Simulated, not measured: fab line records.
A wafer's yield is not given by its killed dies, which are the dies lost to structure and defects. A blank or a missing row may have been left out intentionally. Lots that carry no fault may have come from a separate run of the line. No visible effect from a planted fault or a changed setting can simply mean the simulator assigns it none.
Matching of chambers | flow nand harc | NHARC_A_STAIRCASE_ETCH_444 on rie diel-01 has 4 sister chambers
The step etches the open film in C4F8/O2, target depth 20400 nm, time 6800 s. 4 wafers are shown with their chamber, then 9 later ones without.

== WAFERS PAIRED WITH THEIR CHAMBERS ==
wafer  | chamber | rf vpp V (V)
L081.4 | 3       | 810
L083.2 | 0       | 804
L085.1 | 1       | 799
L085.6 | 2       | 812

== WAFERS WHOSE CHAMBER IS MISSING ==
wafer  | rf vpp V (V)
L087.1 | 803
L087.2 | 812
L087.3 | 811
L091.1 | 809
L091.5 | 811
L091.6 | 817
L093.2 | 815
L093.3 | 804
L093.4 | 810

== WHICH CHAMBER EACH ONE RAN IN ==
wafer  | from the rows above          | in truth
L087.1 | can't be placed: 0 or 1      | 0
L087.2 | can't be placed: 2 or 3      | 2
L087.3 | can't be placed: 2 or 3      | 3
L091.1 | can't be placed: 3 or 2 or 0 | 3
L091.5 | can't be placed: 2 or 3      | 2
L091.6 | can't be placed: 2 or 3      | 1
L093.2 | can't be placed: 2 or 3      | 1
L093.3 | 0                            | 0
L093.4 | can't be placed: 3 or 2      | 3
Correctly placed: 1 of 9. Can't be placed from these rows: 8 (the true chamber is among the candidates in 6). Placed wrongly: 0.
How it was worked out, from the rows above alone: a wafer's distance from a chamber is the root of the sum, over the readings, of the square of ((its reading less the chamber's mean) divided by the reading's scatter). If the next closest chamber is less than 2 further off than the closest, the wafer can't be placed; otherwise it belongs to the closest. A chamber's mean is the mean of its shown wafers. The scatter: root of mean squared gap, hidden wafer to nearest shown wafer, with one shown wafer a chamber.
